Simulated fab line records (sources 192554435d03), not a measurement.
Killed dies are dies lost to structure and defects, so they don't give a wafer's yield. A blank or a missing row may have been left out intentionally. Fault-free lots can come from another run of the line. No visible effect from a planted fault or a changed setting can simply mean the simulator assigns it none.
3 desks looking at one fault || flow n5-finfet || what lay behind the numbers comes last; until then each desk has only its own

## THE DEFECT DESK
Lot by lot, what the route's inspections counted, given as the mean of those sampled wafers with a number. A lot is out of limits, marked OUT, if its mean lies more than 4 standard deviations from the usual mean; the brackets give that distance.
Columns: A = raw-defect-count at N5_PASSIVATION_INSPECT_67, usual 1.9
{"lot": "L197", "first seen here": "day 14 12:31", "A": 3.0}
{"lot": "L200", "first seen here": "day 14 15:39", "A": 1.5}
{"lot": "L199", "first seen here": "day 14 16:22", "A": 3.0}
{"lot": "L201", "first seen here": "day 15 03:37", "A": 1.5}
{"lot": "L205", "first seen here": "day 15 15:16", "A": 2.0}
{"lot": "L209", "first seen here": "day 17 13:44", "A": 1.3}
{"lot": "L213", "first seen here": "day 18 08:20", "A": 1.7}
This desk found nothing out of limits on any of the 7 lots.

## THE METROLOGY DESK
Means of the sampled wafers that have a number, per lot and without regard to the tool the lot ran on: this is what the gauges read. A lot is out of limits, marked OUT, if its mean lies more than 4 standard deviations from the usual mean; the brackets give that distance.
Columns: A = cd-nm at N5_PASSIVATION_CD_MEAS_44, usual 39997 nm; B = PASS_OPEN_OVL at N5_PASSIVATION_OVL_MEAS_66, usual -2 nm
{"lot": "L197", "first seen here": "day 14 12:28", "A": 39989, "B": -4}
{"lot": "L200", "first seen here": "day 14 15:36", "A": 40000, "B": -6}
{"lot": "L199", "first seen here": "day 14 16:19", "A": 39996, "B": -4}
{"lot": "L201", "first seen here": "day 15 03:34", "A": 39992, "B": -6}
{"lot": "L205", "first seen here": "day 15 15:13", "A": 39998, "B": -2}
{"lot": "L209", "first seen here": "day 17 13:40", "A": 40002, "B": 10}
{"lot": "L213", "first seen here": "day 18 08:17", "A": 39994, "B": 1}
This desk found nothing out of limits on any of the 7 lots.

## AT THE TOOL OWNER'S DESK: rie-diel-04
The tool's own readings at N5_PASSIVATION_PASS_ETCH_47 (etches SiNx in CF4/O2, target depth 770 nm, time 385 s): means of the sampled wafers that have a number, for each lot that ran on this tool. A lot is out of limits, marked OUT, if its mean lies more than 4 standard deviations from the usual mean; the brackets give that distance.
Columns: A = drypump-motor-current-A at N5_PASSIVATION_PASS_ETCH_47, usual 5.9 A; B = oes-product-au at N5_PASSIVATION_PASS_ETCH_47, usual 0.80 a.u.; C = rf-vpp-V at N5_PASSIVATION_PASS_ETCH_47, usual 241 V; D = run-length-s at N5_PASSIVATION_PASS_ETCH_47, usual 408.2 s; E = showerhead-plenum-p-Torr at N5_PASSIVATION_PASS_ETCH_47, usual 2.19 Torr; F = throttle-valve-pct at N5_PASSIVATION_PASS_ETCH_47, usual 15.79 %
{"lot": "L197", "first seen here": "day 14 12:37", "A": 6.2, "B": 0.85, "C": 240, "D": "463.6 (+99 or more) OUT", "E": 2.13, "F": 15.54}
{"lot": "L200", "first seen here": "day 14 15:50", "A": 6.2, "B": 0.84, "C": 240, "D": "463.9 (+99 or more) OUT", "E": 2.13, "F": 15.55}
{"lot": "L201", "first seen here": "day 15 03:47", "A": 5.6, "B": 0.86, "C": 247, "D": "463.3 (+99 or more) OUT", "E": 2.19, "F": 15.77}
{"lot": "L213", "first seen here": "day 18 08:25", "A": 5.6, "B": 0.82, "C": 245, "D": 408.2, "E": 2.23, "F": 15.75}
Finding of this desk: L197, L200, L201 out of limits; the first was L197 at day 14 12:37, on run-length-s at N5_PASSIVATION_PASS_ETCH_47. L213: within limits.

## TAKEN TOGETHER
On L197, L200, L201, at day 14 12:37, an alarm was possible from the tool owner's desk.
Nothing out of limits was seen by the defect desk.
Nothing out of limits was seen by the metrology desk.
The defect desk has L197, L200, L201 on record, within its limits.
The metrology desk has L197, L200, L201 on record, within its limits.
Of the lots named, all ran N5_PASSIVATION_PASS_ETCH_47 on rie-diel-04.

## WHAT THE SIMULATOR PUT IN
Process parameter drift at N5_PASSIVATION_PASS_ETCH_47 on rie-diel-04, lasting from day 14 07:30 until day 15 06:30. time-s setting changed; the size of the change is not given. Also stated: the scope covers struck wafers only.
Lots struck among those shown: L197, L200, L201.
Each desk's first reading out of limits, in hours after the fault started: the tool owner's desk, 5.
